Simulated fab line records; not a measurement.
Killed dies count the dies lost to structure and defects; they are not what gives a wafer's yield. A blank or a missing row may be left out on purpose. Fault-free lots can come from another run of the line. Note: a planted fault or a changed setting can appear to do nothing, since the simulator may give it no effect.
Matching of chambers    flow nandHarc    NHARC_P_ZERO_WELL_DESCUM_13 on rieDiel-07: 4 sister chambers
The step chemistry O2, time 3 s. 8 wafers are shown with their chamber, then 8 later ones without.

EACH WAFER AND ITS CHAMBER
wafer   chamber  drypumpMotorCurrentA (A)  showerheadPlenumPTorr (Torr)
L083.6  3        5.8                       2.02
L086.1  2        5.6                       1.83
L087.5  0        5.1                       1.92
L087.6  3        5.9                       2.01
L090.3  2        5.6                       1.82
L090.4  1        6.0                       1.92
L090.6  0        5.1                       1.92
L093.4  1        6.0                       1.92

WAFERS WHOSE CHAMBER IS MISSING
wafer   drypumpMotorCurrentA (A)  showerheadPlenumPTorr (Torr)
L093.5  6.0                       1.92
L093.6  5.6                       1.82
L095.1  6.0                       1.92
L095.4  5.1                       1.91
L095.6  5.1                       1.91
L096.2  5.8                       2.00
L096.5  5.7                       1.81
L096.6  5.8                       2.00

WHICH CHAMBER EACH ONE RAN IN
wafer   from the rows above  in truth
L093.5  1                    1
L093.6  2                    2
L095.1  1                    1
L095.4  0                    0
L095.6  0                    0
L096.2  3                    3
L096.5  2                    2
L096.6  3                    3
Correct placement for 8 of the 8. From these rows, 0 cannot be placed. Wrongly placed: 0.
How it was worked out, from the rows above alone: a wafer's distance from a chamber is the root of the sum, over the readings, of the square of ((its reading less the chamber's mean) divided by the reading's scatter). The wafer belongs to the nearest chamber; if the next one is less than 2 further off, it can't be placed. A chamber's mean is the mean of its shown wafers. The scatter: the root of (the sum of the squares of (reading less its chamber's mean) over the shown wafers, divided by (wafers less chambers)).
